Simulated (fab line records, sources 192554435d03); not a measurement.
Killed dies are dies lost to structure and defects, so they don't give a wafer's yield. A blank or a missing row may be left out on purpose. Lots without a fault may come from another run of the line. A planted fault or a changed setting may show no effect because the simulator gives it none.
fab line records | flow n5_finfet | part 1 of 2: steps 1 to 22 of 32
record lots=5 wafers=15 last_day=17
route steps=1938 shown BEOL_M8@1354
lots that met no fault: from a run of the same line without faults
start_h: hours from the record's first day to the start of the lot's first wafer shown | wait_h: hours since the lot's step before | " the same as in the row above | L1.1+2: a row that stands for several wafers | - no value, or no start given | * or withheld: withheld | < > ~ a bound
route shown NAME@n: a module of which the file shows steps, and the number in the route of the first | usual: mean/standard deviation of fault-free wafers | same: alike in all rows | chamber/n: place in a boat | sites: the reading at each site | _std_site: their standard deviation | _edge_site: outer sites' mean less inner sites' | radius_mm: how far each site lies from the wafer's centre | mask NAME#n: copy n | behind: the tool/chamber that last shaped the wafer | hold: why the lot was held/for how many hours/how that ended | device: the transistor (n, p or np) that didn't switch | end of line: the same wafers' tests at the end of the route | a step without rows: its recipe alone | killed: dies lost to structure and defects at the first sort, not the wafer's yield | map: a wafer's dies, x killed, . not, _ none there
set.NAME: the setting as run; set.NAME@STEP: as run at that earlier step | model.NAME: the simulator's own value behind a step, which no gauge read
lots at some steps of the route; a table a step, a row a wafer
services: from which hour (start_h, from the record's first day; less than 0 if before it) a tool's chamber was out of use, for how many hours, and why
## steps
# step N5_BEOL_M8_STRIP_19
# recipe chemistry=O2 power_w=400 temp_c=40 pressure_mtorr=30 rf_frequency_hz=6e+07 bias_power_w=0 overash_fraction=0.2 o2_flow_sccm=225
# usual drypump_motor_current_A=5.6/0.56 oes_product_au=0.79/0.085 rf_vpp_V=3.6/0.6 showerhead_plenum_p_Torr=2.10/0.057 throttle_valve_pct=16.65/0.28
# columns lot.wafer tool chamber start_h wait_h drypump_motor_current_A oes_product_au rf_hours_counter_h rf_vpp_V showerhead_plenum_p_Torr throttle_valve_pct
L075.1 rie_diel-02 1 231.60 0.1 5.8 0.75 153 3.1 2.12 17.04
L075.3 " 0 " " 6.2 0.67 238 3.5 2.17 17.23
L075.4 " 2 " " 5.1 0.69 213 3.4 2.17 16.90
L077.2 rie_diel-05 1 239.20 0.1 4.9 0.69 206 3.3 2.08 16.55
L077.4 " 0 " " 6.3 0.78 - 2.9 1.98 16.46
L077.5 " 0 " " 6.3 0.77 - 4.0 1.98 16.44
L084.2 rie_diel-02 3 283.71 0.1 5.3 0.87 31 3.7 2.15 16.85
L084.3 " 2 " " 5.1 0.66 233 3.6 2.16 16.93
L084.5 " 2 " " 5.1 0.67 - 3.0 2.16 16.91
L085.2 rie_diel-02 2 297.48 0.1 5.1 0.66 241 3.3 2.16 16.96
L085.3 " 1 " " 5.7 0.73 181 3.8 2.11 17.10
L085.5 " 0 " " 6.2 0.97 - 4.2 2.17 16.86
L091.1 rie_diel-06 0 323.62 0.1 5.3 0.70 226 2.3 2.13 16.85
L091.5 " 1 " " 6.5 0.79 - 3.7 2.11 16.30
L091.6 " 2 " " 5.4 0.87 - 3.6 2.14 16.71
# step N5_BEOL_M8_CD_MEAS_18
# recipe pitch_nm=80 target_cd_nm=40
# usual cd_nm=39.8/0.71
# columns lot.wafer tool chamber start_h wait_h cd_nm
L075.1 cd_sem-01 - 231.67 0.0 39.5
L075.3 " - " " 38.4
L075.4 " - " " 39.2
L077.2 cd_sem-01 - 239.29 0.1 40.5
L077.4 " - " " 38.9
L077.5 " - " " 39.1
L084.2 cd_sem-01 - 283.78 0.1 40.2
L084.3 " - " " 39.4
L084.5 " - " " 40.4
L085.2 cd_sem-01 - 297.55 0.1 40.5
L085.3 " - " " 41.1
L085.5 " - " " 40.8
L091.1 cd_sem-01 - 323.69 0.0 39.0
L091.5 " - " " 39.2
L091.6 " - " " 39.5
# step N5_BEOL_M8_COAT_63
# recipe resist=SOC temp_c=250 time_s=60 spin_rpm=1500 resist_thk_nm=60
# columns lot.wafer tool chamber start_h wait_h
L075.1+3+4 litho_track-03 0 232.54 0.9
L077.2+4+5 litho_track-01 0 240.29 1.0
L084.2+3+5 litho_track-03 0 283.91 0.1
L085.2+3+5 litho_track-03 0 300.83 3.3
L091.1+5+6 litho_track-01 0 331.74 8.0
# step N5_BEOL_M8_COAT_64
# recipe resist=SiARC temp_c=220 time_s=60 spin_rpm=1500 resist_thk_nm=12
# columns lot.wafer tool chamber start_h wait_h
L075.1+3+4 litho_track-03 0 - -
L077.2+4+5 litho_track-01 0 - -
L084.2+3+5 litho_track-03 0 - -
L085.2+3+5 litho_track-03 0 - -
L091.1+5+6 litho_track-01 0 - -
# step N5_BEOL_M8_COAT_71
# recipe resist=underlayer temp_c=205 time_s=60 spin_rpm=1500 resist_thk_nm=5
# columns lot.wafer tool chamber start_h wait_h
L075.1+3+4 litho_track-03 0 - -
L077.2+4+5 litho_track-01 0 - -
L084.2+3+5 litho_track-03 0 - -
L085.2+3+5 litho_track-03 0 - -
L091.1+5+6 litho_track-01 0 - -
# step N5_BEOL_M8_COAT_22
# recipe resist=CAR-EUV spin_rpm=1500 resist_thk_nm=30
# columns lot.wafer tool chamber start_h wait_h
L075.1+3+4 litho_track-03 0 - -
L077.2+4+5 litho_track-01 0 - -
L084.2+3+5 litho_track-03 0 - -
L085.2+3+5 litho_track-03 0 - -
L091.1+5+6 litho_track-01 0 - -
# step N5_BEOL_M8_EBR_24
# recipe solvent=PGMEA ebr_width_mm=1.5
# columns lot.wafer tool chamber start_h wait_h
L075.1+3+4 litho_track-03 0 - -
L077.2+4+5 litho_track-01 0 - -
L084.2+3+5 litho_track-03 0 - -
L085.2+3+5 litho_track-03 0 - -
L091.1+5+6 litho_track-01 0 - -
# step N5_BEOL_M8_SOFTBAKE_23
# recipe temp_c=110 time_s=60 resist=CAR-EUV
# columns lot.wafer tool chamber start_h wait_h
L075.1+3+4 litho_track-03 0 - -
L077.2+4+5 litho_track-01 0 - -
L084.2+3+5 litho_track-03 0 - -
L085.2+3+5 litho_track-03 0 - -
L091.1+5+6 litho_track-01 0 - -
# step N5_BEOL_M8_EXPOSE_25
# recipe mask_id=V7 na=0.33 source_shape=annular sigma_inner=0.4 sigma_outer=0.8 polarization=unpolarized target_cd_nm=40 dose_mj=42.5
# usual focus_offset_nm=0.0/0.54 reticle_temp_C=22.99/0.092
# columns lot.wafer tool chamber start_h wait_h mask focus_offset_nm reticle_temp_C
L075.1 euv_scanner-02 0 232.80 - V7#0 0.5 22.96
L075.3 " 0 " " V7#0 -0.8 22.94
L075.4 " 0 " " V7#0 0.2 22.95
L077.2 euv_scanner-01 0 240.58 - V7#0 0.4 22.93
L077.4 " 0 " " V7#0 0.4 22.93
L077.5 " 0 " " V7#0 -0.1 22.97
L084.2 euv_scanner-01 0 284.23 - V7#0 0.5 23.08
L084.3 " 0 " " V7#0 0.7 23.02
L084.5 " 0 " " V7#0 1.3 23.10
L085.2 euv_scanner-02 0 301.10 - V7#0 0.1 23.02
L085.3 " 0 " " V7#0 -0.7 22.96
L085.5 " 0 " " V7#0 0.3 22.89
L091.1 euv_scanner-02 0 331.87 - V7#0 0.1 22.97
L091.5 " 0 " " V7#0 0.2 23.16
L091.6 " 0 " " V7#0 0.3 23.00
# step N5_BEOL_M8_PEB_26
# recipe peb_temp_c=100 peb_time_s=60 resist=CAR-EUV
# same peb_time_s=60
# columns lot.wafer tool chamber start_h wait_h
L075.1+3+4 litho_track-03 0 232.86 0.1
L077.2+4+5 litho_track-04 0 240.64 0.1
L084.2+3+5 litho_track-01 0 284.29 0.1
L085.2+3+5 litho_track-01 0 301.16 0.1
L091.1+5+6 litho_track-03 0 331.94 0.1
# step N5_BEOL_M8_DEVELOP_27
# recipe develop_time_s=30 developer=TMAH resist=CAR-EUV rinse_liquid=surfactant_rinse dry=air_spin dev_temp_c=23
# columns lot.wafer tool chamber start_h wait_h
L075.1+3+4 litho_track-03 0 - -
L077.2+4+5 litho_track-04 0 - -
L084.2+3+5 litho_track-01 0 - -
L085.2+3+5 litho_track-01 0 - -
L091.1+5+6 litho_track-03 0 - -
# step N5_BEOL_M8_CD_MEAS_28
# recipe target_cd_nm=40 landing_energy_ev=500 detector=se_inlens
# usual cd_nm=40.02/0.23
# columns lot.wafer tool chamber start_h wait_h cd_nm
L075.1 cd_sem-02 0 232.93 - 39.84
L075.3 " 0 " " 39.81
L075.4 " 0 " " 39.50
L077.2 cd_sem-02 0 240.71 - 39.86
L077.4 " 0 " " 39.98
L077.5 " 0 " " 39.67
L084.2 cd_sem-02 0 284.35 - 40.66
L084.3 " 0 " " 40.48
L084.5 " 0 " " 40.01
L085.2 cd_sem-01 0 301.23 - 40.06
L085.3 " 0 " " 39.96
L085.5 " 0 " " 40.12
L091.1 cd_sem-02 0 332.01 - 39.93
L091.5 " 0 " " 39.73
L091.6 " 0 " " 39.78
# step N5_BEOL_M8_OVL_MEAS_29
# recipe points_per_wafer=522
# usual V7_OVL=-0.2/0.7
# columns lot.wafer tool chamber start_h wait_h V7_OVL[nm]
L075.1 overlay-02 0 233.00 0.1 0.4
L075.3 " 0 " " -0.3
L075.4 " 0 " " 0.5
L077.2 overlay-02 0 240.74 0.0 0.4
L077.4 " 0 " " 0.2
L077.5 " 0 " " -0.2
L084.2 overlay-02 0 284.39 0.0 -0.3
L084.3 " 0 " " -0.2
L084.5 " 0 " " -0.9
L085.2 overlay-02 0 301.26 0.0 -0.8
L085.3 " 0 " " 1.2
L085.5 " 0 " " 0.2
L091.1 overlay-02 0 332.05 0.0 -0.1
L091.5 " 0 " " -1.8
L091.6 " 0 " " -0.4
# step N5_BEOL_M8_INSPECT_30
# recipe mode=adi inspect_instrument=brightfield
# usual raw_defect_count=422/100
# columns lot.wafer tool chamber start_h wait_h raw_defect_count
L075.1 defect_inspect-02 - 233.05 0.1 441
L075.3 " - " " 418
L075.4 " - " " 471
L077.2 defect_inspect-02 - 240.80 0.0 354
L077.4 " - " " 362
L077.5 " - " " 456
L084.2 defect_inspect-01 - 284.44 0.0 539
L084.3 " - " " 493
L084.5 " - " " 507
L085.2 defect_inspect-02 - 301.32 0.0 410
L085.3 " - " " 472
L085.5 " - " " 252
L091.1 defect_inspect-02 - 332.11 0.1 316
L091.5 " - " " 441
L091.6 " - " " 345
# step N5_BEOL_M8_DESCUM_33
# recipe chemistry=O2 time_s=7 source_power_w=50 bias_power_w=20 pressure_mtorr=20 rf_frequency_hz=2.712e+07 temp_c=40 resist=CAR-EUV o2_flow_sccm=225
# usual drypump_motor_current_A=5.7/0.55 oes_product_au=0.78/0.085 rf_vpp_V=242.7/1.2 showerhead_plenum_p_Torr=2.07/0.068 throttle_valve_pct=20.36/0.28
# columns lot.wafer tool chamber start_h wait_h drypump_motor_current_A oes_product_au rf_hours_counter_h rf_vpp_V showerhead_plenum_p_Torr throttle_valve_pct
L075.1 rie_diel-05 2 233.09 0.0 5.9 0.82 77 243.5 2.04 20.28
L075.3 " 0 " " 6.3 0.77 - 243.2 1.98 20.08
L075.4 " 2 " " 5.9 0.82 - 240.9 2.04 20.26
L077.2 rie_diel-02 1 240.84 0.0 5.7 0.75 157 243.5 2.11 20.85
L077.4 " 3 " " 5.3 0.92 15 243.1 2.16 20.74
L077.5 " 0 " " 6.2 0.68 - 244.0 2.17 21.02
L084.2 rie_diel-05 3 284.47 0.0 5.6 0.95 10 244.1 2.16 20.23
L084.3 " 2 " " 5.9 0.81 89 241.6 2.03 20.29
L084.5 " 3 " " 5.6 0.96 - 244.5 2.16 20.21
L085.2 rie_diel-05 1 301.35 0.0 4.9 0.69 232 243.5 2.07 20.26
L085.3 " 2 " " 5.9 0.81 96 241.0 2.03 20.30
L085.5 " 0 " " 6.3 0.76 - 241.7 1.97 20.14
L091.1 rie_diel-05 0 332.44 0.3 6.3 0.75 181 241.7 1.96 20.15
L091.5 " 2 " " 5.9 0.80 - 239.9 2.03 20.31
L091.6 " 0 " " 6.3 0.76 - 242.5 1.96 20.15
# step N5_BEOL_M8_ETCH_72
# recipe chemistry=N2/H2 target=underlayer target_depth_a=65 mask_material=CAR-EUV time_s=5.2 ion_energy_ev=200 pressure_mtorr=30 source_w=840 bias_w=150 n2_flow_sccm=200 h2_flow_sccm=200 ends=cleared
# usual drypump_motor_current_A=5.7/0.55 etch_rf_on_time_s=5.32/0.19 oes_product_au=0.66/0.077 rf_vpp_V=523.3/2.1 showerhead_plenum_p_Torr=2.51/0.078 throttle_valve_pct=17.77/0.28
# columns lot.wafer tool chamber start_h wait_h drypump_motor_current_A etch_rf_on_time_s oes_product_au rf_hours_counter_h rf_vpp_V showerhead_plenum_p_Torr throttle_valve_pct
L075.1 rie_diel-05 2 233.14 0.0 5.9 5.39 0.70 77 522.5 2.46 17.53
L075.3 " 0 " " 6.3 5.28 0.66 - 520.8 2.41 17.57
L075.4 " 2 " " 5.9 5.42 0.69 - 522.1 2.46 17.55
L077.2 rie_diel-02 1 240.88 0.0 5.8 5.25 0.64 157 524.1 2.55 18.29
L077.4 " 3 " " 5.3 5.18 0.77 15 524.4 2.59 17.85
L077.5 " 0 " " 6.2 5.52 0.57 - 526.4 2.61 18.28
L084.2 rie_diel-05 3 284.51 0.0 5.6 5.16 0.81 10 524.1 2.59 17.42
L084.3 " 2 " " 5.9 5.49 0.68 89 522.2 2.46 17.55
L084.5 " 3 " " 5.6 5.16 0.81 - 524.5 2.59 17.39
L085.2 rie_diel-05 1 301.39 0.0 4.9 5.66 0.55 232 521.8 2.51 17.77
L085.3 " 2 " " 5.9 5.43 0.67 96 522.1 2.45 17.55
L085.5 " 0 " " 6.3 5.21 0.64 - 521.8 2.40 17.64
L091.1 rie_diel-05 0 332.49 0.0 6.3 5.17 0.63 181 521.2 2.40 17.64
L091.5 " 2 " " 5.9 5.38 0.67 - 523.3 2.45 17.58
L091.6 " 0 " " 6.3 5.15 0.64 - 520.5 2.40 17.62
# step N5_BEOL_M8_ETCH_65
# recipe chemistry=CF4 target=SiARC target_depth_a=156 mask_material=CAR-EUV time_s=26 ion_energy_ev=80 pressure_mtorr=40 source_w=545 bias_w=36 Ar_flow_sccm=100 cf4_flow_sccm=100 ends=cleared
# usual drypump_motor_current_A=5.6/0.55 etch_rf_on_time_s=26.4/0.94 oes_product_au=0.66/0.079 rf_vpp_V=183.9/1.1 showerhead_plenum_p_Torr=2.12/0.049 throttle_valve_pct=15.57/0.22
# columns lot.wafer tool chamber start_h wait_h drypump_motor_current_A etch_rf_on_time_s oes_product_au rf_hours_counter_h rf_vpp_V showerhead_plenum_p_Torr throttle_valve_pct
L075.1 rie_diel-05 2 233.16 0.0 5.9 26.8 0.70 77 183.6 2.09 15.44
L075.3 " 0 " " 6.3 26.2 0.65 - 183.3 2.07 15.60
L075.4 " 2 " " 5.9 26.9 0.70 - 183.2 2.09 15.45
L077.2 rie_diel-02 1 240.90 0.0 5.7 26.2 0.63 157 184.9 2.13 15.82
L077.4 " 3 " " 5.3 25.2 0.79 15 184.4 2.19 15.70
L077.5 " 0 " " 6.2 27.4 0.57 - 184.8 2.19 16.03
L084.2 rie_diel-05 3 284.53 0.0 5.6 25.7 0.82 10 185.2 2.19 15.27
L084.3 " 2 " " 5.9 26.6 0.68 89 183.6 2.09 15.46
L084.5 " 3 " " 5.6 25.9 0.82 - 186.7 2.19 15.27
L085.2 rie_diel-05 1 301.40 0.0 4.9 28.3 0.56 232 184.8 2.13 15.61
L085.3 " 2 " " 5.9 26.7 0.68 96 184.9 2.08 15.48
L085.5 " 0 " " 6.3 25.8 0.64 - 182.7 2.06 15.66
L091.1 rie_diel-05 0 332.52 0.0 6.3 26.0 0.63 181 182.6 2.05 15.67
L091.5 " 2 " " 5.9 26.6 0.67 - 182.9 2.08 15.50
L091.6 " 0 " " 6.3 25.9 0.64 - 182.6 2.05 15.69
# step N5_BEOL_M8_ETCH_66
# recipe chemistry=N2/H2 target=SOC target_depth_a=800 overetch_a=160 mask_material=SiARC temp_c=40 time_s=120 ion_energy_ev=200 pressure_mtorr=30 source_w=840 bias_w=150 n2_flow_sccm=200 h2_flow_sccm=200
# usual drypump_motor_current_A=5.7/0.55 oes_product_au=0.60/0.064 rf_vpp_V=523.1/2 showerhead_plenum_p_Torr=2.51/0.078 throttle_valve_pct=17.73/0.28
# columns lot.wafer tool chamber start_h wait_h drypump_motor_current_A oes_product_au rf_hours_counter_h rf_vpp_V showerhead_plenum_p_Torr throttle_valve_pct
L075.1 rie_diel-05 2 233.21 0.0 5.9 0.64 77 521.9 2.46 17.51
L075.3 " 0 " " 6.3 0.60 - 521.6 2.41 17.54
L075.4 " 2 " " 6.0 0.63 - 520.8 2.46 17.51
L077.2 rie_diel-02 1 240.92 0.0 5.8 0.58 157 524.9 2.55 18.23
L077.4 " 3 " " 5.3 0.70 15 525.0 2.59 17.82
L077.5 " 0 " " 6.2 0.54 - 525.3 2.61 18.23
L084.2 rie_diel-05 3 284.55 0.0 5.6 0.73 10 526.0 2.59 17.36
L084.3 " 2 " " 5.9 0.62 89 522.0 2.46 17.50
L084.5 " 3 " " 5.6 0.74 - 525.6 2.59 17.36
L085.2 rie_diel-05 1 301.43 0.0 4.9 0.52 232 522.3 2.51 17.74
L085.3 " 2 " " 6.0 0.62 96 522.4 2.45 17.52
L085.5 " 0 " " 6.3 0.57 - 519.9 2.40 17.58
L091.1 rie_diel-05 0 332.56 0.0 6.3 0.56 181 520.0 2.40 17.60
L091.5 " 2 " " 5.9 0.61 - 520.3 2.45 17.54
L091.6 " 0 " " 6.3 0.57 - 520.7 2.40 17.60
# step N5_BEOL_M8_STRIP_69
# recipe chemistry=N2/H2 temp_c=40 n2_flow_sccm=200 h2_flow_sccm=200 rf_frequency_hz=6e+07
# columns lot.wafer tool chamber start_h wait_h
L075.1+3+4 rie_diel-05 2,0,2 233.33 0.1
L077.2+4+5 rie_diel-02 1,3,0 241.00 0.0
L084.2+3+5 rie_diel-05 3,2,3 284.63 0.0
L085.2+3+5 rie_diel-05 1,2,0 301.51 0.0
L091.1+5+6 rie_diel-05 0,2,0 332.68 0.1
# step N5_BEOL_M8_STRIP_73
# recipe chemistry=N2/H2 temp_c=40 n2_flow_sccm=200 h2_flow_sccm=200 rf_frequency_hz=6e+07
# columns lot.wafer tool chamber start_h wait_h
L075.1+3+4 rie_diel-05 2,0,2 233.34 0.0
L077.2+4+5 rie_diel-02 1,3,0 241.01 0.0
L084.2+3+5 rie_diel-05 3,2,3 284.64 0.0
L085.2+3+5 rie_diel-05 1,2,0 301.52 0.0
L091.1+5+6 rie_diel-05 0,2,0 332.70 0.0
# step N5_BEOL_M8_VIA_ETCH_34
# recipe chemistry=C4F6/O2 target=SiCOH_lowk target_depth_a=1255 mask_material=SOC taper_deg=4 time_s=50.5 ion_energy_ev=250 pressure_mtorr=30 source_w=345 bias_w=185 Ar_flow_sccm=300 C4F6_flow_sccm=10 O2_flow_sccm=10
# usual drypump_motor_current_A=5.7/0.55 oes_product_au=0.78/0.088 rf_vpp_V=651/17 showerhead_plenum_p_Torr=2.83/0.067 throttle_valve_pct=20.89/0.24
# columns lot.wafer tool chamber start_h wait_h drypump_motor_current_A oes_product_au rf_hours_counter_h rf_vpp_V showerhead_plenum_p_Torr throttle_valve_pct
L075.1 rie_diel-05 2 233.36 0.0 5.9 0.82 77 632 2.78 20.76
L075.3 " 0 " " 6.3 0.77 - 640 2.75 20.90
L075.4 " 2 " " 5.9 0.81 - 628 2.78 20.76
L077.2 rie_diel-02 1 241.02 0.0 5.8 0.76 157 664 2.86 21.25
L077.4 " 3 " " 5.3 0.91 15 634 2.89 20.99
L077.5 " 0 " " 6.2 0.67 - 684 2.92 21.36
L084.2 rie_diel-05 3 284.65 0.0 5.6 0.97 10 657 2.89 20.48
L084.3 " 2 " " 5.9 0.80 89 631 2.77 20.77
L084.5 " 3 " " 5.6 0.96 - 658 2.89 20.48
L085.2 rie_diel-05 1 301.53 0.0 4.9 0.66 232 654 2.85 20.94
L085.3 " 2 " " 5.9 0.80 96 628 2.77 20.77
L085.5 " 0 " " 6.3 0.74 - 638 2.74 20.92
L091.1 rie_diel-05 0 332.71 0.0 6.3 0.74 181 640 2.73 20.95
L091.5 " 2 " " 6.0 0.78 - 629 2.76 20.79
L091.6 " 0 " " 6.3 0.74 - 640 2.73 20.96
# step N5_BEOL_M8_STRIP_76
# recipe chemistry=C4F6/O2 resist=SiARC rf_frequency_hz=6e+07
# columns lot.wafer tool chamber start_h wait_h
L075.1+3+4 rie_diel-05 2,0,2 233.42 0.0
L077.2+4+5 rie_diel-02 1,3,0 241.07 0.0
L084.2+3+5 rie_diel-05 3,2,3 284.70 0.0
L085.2+3+5 rie_diel-05 1,2,0 301.57 0.0
L091.1+5+6 rie_diel-05 0,2,0 332.77 0.0
